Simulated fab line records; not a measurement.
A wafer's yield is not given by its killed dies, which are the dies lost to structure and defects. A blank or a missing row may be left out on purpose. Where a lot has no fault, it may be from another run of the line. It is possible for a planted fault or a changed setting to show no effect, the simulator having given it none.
Matching of chambers || flow n5Finfet || rieDiel-01 running N5_BEOL_M13_VIA_ETCH_16: 4 sister chambers
The step etches SiOC in C4F8/O2/Ar, target depth 921.7 nm. 8 wafers are shown with their chamber, then 8 later ones without.

== WAFERS WITH THEIR CHAMBER ==
{"wafer": "L078.1", "chamber": 3, "drypumpMotorCurrentA (A)": 6.2, "showerheadPlenumPTorr (Torr)": 3.29}
{"wafer": "L078.5", "chamber": 2, "drypumpMotorCurrentA (A)": 6.5, "showerheadPlenumPTorr (Torr)": 3.35}
{"wafer": "L083.4", "chamber": 0, "drypumpMotorCurrentA (A)": 5.9, "showerheadPlenumPTorr (Torr)": 3.59}
{"wafer": "L083.6", "chamber": 0, "drypumpMotorCurrentA (A)": 5.8, "showerheadPlenumPTorr (Torr)": 3.59}
{"wafer": "L088.1", "chamber": 3, "drypumpMotorCurrentA (A)": 6.2, "showerheadPlenumPTorr (Torr)": 3.28}
{"wafer": "L088.4", "chamber": 1, "drypumpMotorCurrentA (A)": 4.7, "showerheadPlenumPTorr (Torr)": 3.48}
{"wafer": "L088.6", "chamber": 1, "drypumpMotorCurrentA (A)": 4.7, "showerheadPlenumPTorr (Torr)": 3.48}
{"wafer": "L090.3", "chamber": 2, "drypumpMotorCurrentA (A)": 6.6, "showerheadPlenumPTorr (Torr)": 3.34}

== WAFERS WHOSE CHAMBER IS MISSING ==
{"wafer": "L090.4", "drypumpMotorCurrentA (A)": 5.9, "showerheadPlenumPTorr (Torr)": 3.58}
{"wafer": "L090.5", "drypumpMotorCurrentA (A)": 5.9, "showerheadPlenumPTorr (Torr)": 3.58}
{"wafer": "L092.2", "drypumpMotorCurrentA (A)": 5.8, "showerheadPlenumPTorr (Torr)": 3.58}
{"wafer": "L092.3", "drypumpMotorCurrentA (A)": 6.6, "showerheadPlenumPTorr (Torr)": 3.34}
{"wafer": "L092.5", "drypumpMotorCurrentA (A)": 5.8, "showerheadPlenumPTorr (Torr)": 3.58}
{"wafer": "L096.3", "drypumpMotorCurrentA (A)": 6.2, "showerheadPlenumPTorr (Torr)": 3.28}
{"wafer": "L096.4", "drypumpMotorCurrentA (A)": 6.5, "showerheadPlenumPTorr (Torr)": 3.34}
{"wafer": "L096.5", "drypumpMotorCurrentA (A)": 6.2, "showerheadPlenumPTorr (Torr)": 3.28}

== THE CHAMBER EACH PASSED THROUGH ==
{"wafer": "L090.4", "from the rows above": 0, "in truth": 0}
{"wafer": "L090.5", "from the rows above": 0, "in truth": 0}
{"wafer": "L092.2", "from the rows above": 0, "in truth": 0}
{"wafer": "L092.3", "from the rows above": 2, "in truth": 2}
{"wafer": "L092.5", "from the rows above": 0, "in truth": 0}
{"wafer": "L096.3", "from the rows above": 3, "in truth": 3}
{"wafer": "L096.4", "from the rows above": 2, "in truth": 2}
{"wafer": "L096.5", "from the rows above": 3, "in truth": 3}
Correctly placed: 8 of 8. Not placeable from these rows: 0. 0 placed wrongly.
How it was worked out, from the rows above alone: a wafer's distance from a chamber is the root of the sum, over the readings, of the square of ((its reading less the chamber's mean) divided by the reading's scatter). If the next closest chamber is less than 2 further off than the closest, the wafer can't be placed; otherwise it belongs to the closest. Each chamber's mean is taken over the wafers shown for it. The scatter: the root of (the sum of the squares of (reading less its chamber's mean) over the shown wafers, divided by (wafers less chambers)).
